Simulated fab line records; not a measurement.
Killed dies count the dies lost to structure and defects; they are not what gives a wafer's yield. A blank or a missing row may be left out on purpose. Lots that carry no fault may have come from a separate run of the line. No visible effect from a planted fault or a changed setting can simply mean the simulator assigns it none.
fab line records | flow nand_harc
record: lots: 12 wafers: 36 last_day: 24
route steps=1159 shown P_ZERO_WELL@17 P_STI@88 P_GATE@204
lots with no fault: from the same line, run without faults
start_h: the number of hours between the record's first day and the start of the first shown wafer of the lot | wait_h: hours since the lot's step before | " same as the row above | L1.1+2: one row covering several wafers at once | - no value, or no start was given | * or withheld: withheld | < > ~ a bound
route shown NAME@n: a module of which the file shows steps, and the number in the route of the first | usual: average and standard deviation across the fault-free wafers | same: alike in all rows | chamber/n: place in a boat | sites: readings site by site | _std_site: standard deviation across them | _edge_site: mean of outer sites minus mean of inner sites | radius_mm: how far each site lies from the wafer's centre | mask NAME#n: copy n | behind: the most recent tool/chamber to have shaped the wafer | hold: what put the lot on hold/how long, in hours/how the hold closed | device: which transistor (n, p or np) failed to switch | end of line: the tests these same wafers got at the end of their route | step lacking rows: just its recipe | killed: at the first sort, the dies lost to defects and structure; wafer yield is something else | map: per-die view of a wafer (x killed, . not killed, _ where there is no die)
set.NAME: the setting that was run; set.NAME@STEP: the one run at that earlier step | model.NAME: the simulator's own value behind a step, which no gauge read
route steps across a sampled set of lots; one table per step, one row per wafer
services: the hour from which a tool's chamber was out of use, counted from the record's first day as start_h (under 0 if before that day), plus the number of hours and why
== steps ==
step: NHARC_P_ZERO_WELL_ETCH_65
recipe: target_depth_a: 800 overetch_a: 240 time_s: 87.88 ion_energy_ev: 200 n2_flow_sccm: 150 h2_flow_sccm: 150 ar_flow_sccm: 0 rf_w: 400 bias_w: 150 chemistry: N2/H2
usual: drypump_motor_current_A: 6.0/0.4 oes_product_au: 1.001/0.013 rf_vpp_V: 431.6/1.8 showerhead_plenum_p_Torr: 2.08/0.057 throttle_valve_pct: 14.171/0.0089
columns lot.wafer tool chamber start_h wait_h drypump_motor_current_A oes_product_au rf_hours_counter_h rf_vpp_V showerhead_plenum_p_Torr throttle_valve_pct
L874.1 rie_diel-10 0 13.62 0.1 5.7 1.022 0 432.6 2.10 14.174
L874.6 " 1 " " 5.6 1.024 - 433.0 2.12 14.177
L874.5 " 2 " " 6.0 0.997 - 432.3 2.05 14.158
L875.1 rie_diel-09 1 19.49 0.1 6.3 0.996 10 429.9 2.03 14.163
L875.3 " 2 " " 5.1 1.015 9 431.9 2.08 14.169
L875.2 " 3 " " 6.0 1.002 8 429.2 2.04 14.168
L876.3 rie_diel-04 0 25.60 0.1 6.0 1.004 3 429.3 2.06 14.176
L876.1 " 2 " " 6.4 0.994 4 430.5 2.02 14.179
L876.5 " 0 " " 6.0 0.993 - 431.1 2.06 14.172
L877.1 rie_diel-04 3 31.55 0.1 6.4 0.994 5 430.3 2.06 14.175
L877.2 " 1 " " 6.0 0.995 3 431.7 2.02 14.175
L877.6 " 0 " " 6.0 0.997 - 430.4 2.06 14.145
L878.4 rie_diel-04 2 37.55 0.1 6.4 1.002 5 429.6 2.02 14.178
L878.3 " 3 " " 6.4 0.983 6 430.0 2.06 14.184
L878.6 " 3 " " 6.4 0.983 - 429.5 2.06 14.174
L882.2 rie_diel-09 1 61.49 0.1 6.3 0.980 13 430.8 2.03 14.154
L882.1 " 0 " " 5.3 0.977 12 434.5 2.18 14.166
L882.5 " 2 " " 5.1 1.007 - 430.6 2.07 14.165
L883.2 rie_diel-10 1 67.49 0.1 5.6 1.006 4 432.4 2.12 14.167
L883.1 " 0 " " 5.7 1.002 4 431.5 2.10 14.163
L883.5 " 1 " " 5.6 1.010 - 433.5 2.12 14.175
L884.1 rie_diel-09 3 73.49 0.1 6.1 1.004 11 430.3 2.04 14.190
L884.5 " 3 " " 6.1 1.005 - 430.0 2.04 14.165
L884.6 " 0 " " 5.3 0.977 - 433.7 2.18 14.171
L887.1 rie_diel-04 0 91.38 0.1 6.0 1.000 6 431.8 2.06 14.163
L887.3 " 1 " " 6.0 1.001 6 431.2 2.02 14.169
L887.2 " 3 " " 6.4 0.982 9 431.4 2.06 14.169
L889.3 rie_diel-04 0 103.65 0.1 6.0 1.007 - 430.1 2.06 14.182
L889.5 " 1 " " 6.0 1.002 - 428.6 2.01 14.177
L889.6 " 0 " " 6.0 1.007 - 430.7 2.06 14.179
L893.1 rie_diel-10 2 127.35 0.1 6.1 0.988 9 431.8 2.05 14.186
L893.4 " 3 " " 6.6 1.019 9 435.7 2.19 14.165
L893.3 " 1 " " 5.6 1.010 10 432.6 2.11 14.171
L895.3 rie_diel-09 0 139.54 0.1 5.3 0.990 5 434.9 2.18 14.191
L895.6 " 0 " " 5.3 0.984 - 434.8 2.18 14.179
L895.5 " 1 " " 6.3 0.982 - 431.2 2.03 14.180
step: NHARC_P_STI_ETCH_42
recipe: target_depth_a: 800 overetch_a: 240 time_s: 61 ion_energy_ev: 200 n2_flow_sccm: 150 h2_flow_sccm: 150 ar_flow_sccm: 0 rf_w: 400 bias_w: 150 chemistry: N2/H2
usual: drypump_motor_current_A: 5.6/0.52 oes_product_au: 0.997/0.012 rf_vpp_V: 430.5/2.4 showerhead_plenum_p_Torr: 2.04/0.085 throttle_valve_pct: 14.172/0.0095
columns lot.wafer tool chamber start_h wait_h drypump_motor_current_A oes_product_au rf_hours_counter_h rf_vpp_V showerhead_plenum_p_Torr throttle_valve_pct
L874.1 rie_diel-08 2 31.66 0.1 5.7 1.010 4.8 429.7 1.96 14.164
L874.5 " 2 " " 5.7 1.008 - 427.9 1.96 14.170
L874.6 " 3 " " 5.7 1.011 - 430.0 2.06 14.174
L875.2 rie_diel-12 1 41.42 0.1 5.2 0.991 0.3 433.2 2.14 14.158
L875.1 " 2 " " 4.7 1.007 0.3 430.3 2.03 14.173
L875.3 " 3 " " 6.2 0.991 0.3 434.4 2.22 14.182
L876.1 rie_diel-12 2 50.85 0.1 4.7 1.003 0.7 428.3 2.03 14.170
L876.3 " 1 " " 5.2 0.996 0.7 433.3 2.14 14.165
L876.5 " 2 " " 4.7 1.017 - 431.1 2.03 14.161
L877.1 rie_diel-08 2 51.30 0.5 5.8 0.991 6.5 428.3 1.96 14.163
L877.2 " 0 " " 5.8 0.987 5.6 431.0 2.06 14.179
L877.6 " 3 " " 5.7 1.003 - 430.2 2.06 14.173
L878.3 rie_diel-08 3 61.75 0.1 5.7 1.003 5.9 430.8 2.06 14.154
L878.4 " 1 " " 5.7 0.991 5.7 427.7 1.92 14.179
L878.6 " 3 " " 5.7 1.007 - 429.9 2.06 14.170
L882.2 rie_diel-08 0 84.70 0.1 5.8 0.974 6.3 431.9 2.06 14.166
L882.1 " 1 " " 5.7 0.992 6.3 426.8 1.92 14.178
L882.5 " 3 " " 5.7 1.011 - 432.0 2.06 14.181
L883.1 rie_diel-12 1 92.35 0.1 5.2 0.998 1.5 433.2 2.14 14.178
L883.2 " 2 " " 4.7 0.992 1.7 429.8 2.03 14.179
L883.5 " 0 " " 5.1 1.011 - 432.2 2.11 14.159
L884.1 rie_diel-08 2 92.52 0.1 5.7 0.999 8.0 428.7 1.96 14.167
L884.5 " 3 " " 5.7 1.001 - 431.4 2.06 14.177
L884.6 " 0 " " 5.8 0.977 - 432.1 2.06 14.171
L887.2 rie_diel-08 3 114.72 0.1 5.7 0.922 9.1 431.8 2.06 14.174
L887.1 " 0 " " 5.8 0.979 8.5 430.5 2.06 14.176
L887.3 " 2 " " 5.7 0.997 10.0 429.3 1.96 14.166
L889.3 rie_diel-12 2 130.52 0.1 4.7 1.009 2.5 432.2 2.03 14.163
L889.6 " 0 " " 5.1 1.021 - 433.6 2.11 14.155
L889.5 " 2 " " 4.7 1.021 - 429.3 2.03 14.167
L893.3 rie_diel-08 1 149.24 0.1 5.8 1.006 0.8 428.2 1.92 14.175
L893.1 " 0 " " 5.8 0.981 0.6 430.4 2.05 14.158
L893.4 " 2 " " 5.7 0.912 - 426.9 1.96 14.175
L895.3 rie_diel-12 3 161.19 0.1 6.2 1.001 3.3 435.1 2.21 14.162
L895.5 " 1 " " 5.2 0.995 - 434.0 2.14 14.168
L895.6 " 2 " " 4.7 1.010 - 431.0 2.03 14.174
step: NHARC_P_STI_CD_MEAS_16
usual: cd_nm: 198/3.2
columns lot.wafer tool chamber start_h wait_h cd_nm
L874.1 cd_sem-02 - 32.01 - 193
L874.5 " - " " 200
L874.6 " - " " 201
L875.1 cd_sem-02 - 41.77 - 197
L875.2 " - " " 202
L875.3 " - " " 204
L876.1 cd_sem-03 - 51.20 - 203
L876.3 " - " " 199
L876.5 " - " " 199
L877.1 cd_sem-03 - 51.69 - 201
L877.2 " - " " 201
L877.6 " - " " 205
L878.3 cd_sem-02 - 62.10 - 198
L878.4 " - " " 198
L878.6 " - " " 194
L882.1 cd_sem-01 - 85.05 - 201
L882.2 " - " " 197
L882.5 " - " " 199
L883.1 cd_sem-02 - 92.69 - 199
L883.2 " - " " 200
L883.5 " - " " 196
L884.1 cd_sem-03 - 92.86 - 193
L884.5 " - " " 199
L884.6 " - " " 198
L887.1 cd_sem-03 - 115.07 - 197
L887.2 " - " " 202
L887.3 " - " " 201
L889.3 cd_sem-03 - 130.90 - 195
L889.5 " - " " 201
L889.6 " - " " 200
L893.1 cd_sem-02 - 149.61 - 199
L893.3 " - " " 195
L893.4 " - " " 196
L895.3 cd_sem-02 - 161.54 - 195
L895.5 " - " " 194
L895.6 " - " " 199
step: NHARC_P_GATE_STRIP_113
recipe: power_w: 1500 temp_c: 110 time_s: 740 chemistry: N2/H2
usual: drypump_motor_current_A: 5.9/0.4 heater_power_w: 98/5.1 rf_refl_power_W: 19/3
columns lot.wafer tool chamber start_h wait_h drypump_motor_current_A heater_power_w rf_hours_counter_h rf_refl_power_W
L874.1 plasma_asher-02 1 97.85 0.3 6.3 96 29 22
L874.5 " 0 " " 5.6 96 - 16
L874.6 " 1 " " 6.4 97 - 22
L875.1 plasma_asher-02 0 107.20 0.2 5.6 96 34 17
L875.2 " 1 " " 6.3 97 34 23
L875.3 " 1 " " 6.4 99 - 22
L877.2 plasma_asher-02 0 123.25 0.2 5.6 99 38 17
L877.1 " 1 " " 6.3 95 38 21
L877.6 " 1 " " 6.3 98 - 22
L876.1 plasma_asher-01 1 126.18 0.2 6.2 93 5 23
L876.3 " 0 " " 5.2 82 - 16
L876.5 " 1 " " 6.2 95 - 22
L878.3 plasma_asher-02 0 131.77 0.4 5.6 95 - 16
L878.4 " 1 " " 6.3 96 - 22
L878.6 " 0 " " 5.6 96 - 15
L882.2 plasma_asher-02 0 161.64 0.5 5.6 95 52 16
L882.1 " 1 " " 6.4 96 52 21
L882.5 " 1 " " 6.4 95 - 22
L883.2 plasma_asher-02 0 165.98 0.5 5.6 97 56 16
L883.1 " 1 " " 6.3 97 56 20
L883.5 " 1 " " 6.3 96 - 21
L884.1 plasma_asher-02 0 170.44 1.0 5.6 96 61 15
L884.6 " 0 " " 5.6 95 - 15
L884.5 " 1 " " 6.4 98 - 22
L887.1 plasma_asher-02 0 192.68 8.8 5.6 104 1 17
L887.2 " 1 " " 6.3 96 1 21
L887.3 " 1 " " 6.3 101 - 21
L889.3 plasma_asher-02 0 205.01 1.0 5.6 105 - 17
L889.6 " 1 " " 6.3 99 - 22
L889.5 " 0 " " 5.6 106 - 16
L893.1 plasma_asher-02 0 220.36 0.7 5.6 105 26 16
L893.4 " 1 " " 6.3 99 - 21
L893.3 " 0 " " 5.6 104 - 17
L895.3 plasma_asher-02 0 232.76 0.6 5.6 106 - 16
L895.5 " 1 " " 6.3 99 - 22
L895.6 " 0 " " 5.6 103 - 16
== services ==
columns tool chamber start_h hours kind
rie_diel-08 3 -8.01 8.6 repair
rie_diel-10 - -0.33 9.0 pm
plasma_asher-02 - 6.01 9.0 pm
rie_diel-12 - 25.40 9.0 pm
rie_diel-09 3 39.35 7.5 repair
rie_diel-08 1 42.46 10.0 repair
rie_diel-10 - 47.98 5.0 repair
rie_diel-09 - 77.11 9.0 pm
rie_diel-10 2 83.79 1.7 repair
rie_diel-04 2 99.60 20.7 repair
plasma_asher-02 - 103.02 0.3 repair
rie_diel-04 3 103.17 32.4 repair
rie_diel-04 - 110.81 0.3 repair
rie_diel-04 - 112.14 9.0 pm
rie_diel-08 2 115.89 8.2 repair
rie_diel-08 - 124.80 9.0 pm
rie_diel-12 1 128.76 3.5 repair
rie_diel-08 3 145.91 6.7 repair
rie_diel-04 3 162.47 14.1 repair
rie_diel-10 - 176.71 9.0 pm
rie_diel-08 0 180.76 1.9 repair
plasma_asher-02 - 183.03 9.0 pm
rie_diel-12 - 202.40 9.0 pm
rie_diel-12 0 224.38 5.6 repair
== key ==
first_sign: step: NHARC_P_STI_ETCH_42 reading: oes_product_au direction: down sigmas: 6.7 usual: 0.997 struck: 0.917
effect none on later readings
met_at NHARC_P_STI_ETCH_42
struck_lots L887,L893
struck_wafers L887.2,L893.4
tester_left_out L887,L893
not_acting_at NHARC_P_ZERO_WELL_ETCH_65,NHARC_P_STI_CD_MEAS_16,NHARC_P_GATE_STRIP_113
onset_between 92.52 114.72
fault: kind: process_parameter_drift tool: rie_diel-08 chamber: - onset_h: 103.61 steps: NHARC_P_STI_ETCH_42 channel: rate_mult offset: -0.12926 shape: step end_h: 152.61 scope: struck_wafers_only
tester_left_out: of these lots the tester's yield and bins aren't shown, on N5 and GAA mostly nor the transistor test; their killed dies are dies lost to structure and defects alone, not to doping, threshold or leakage, so they don't give the yield
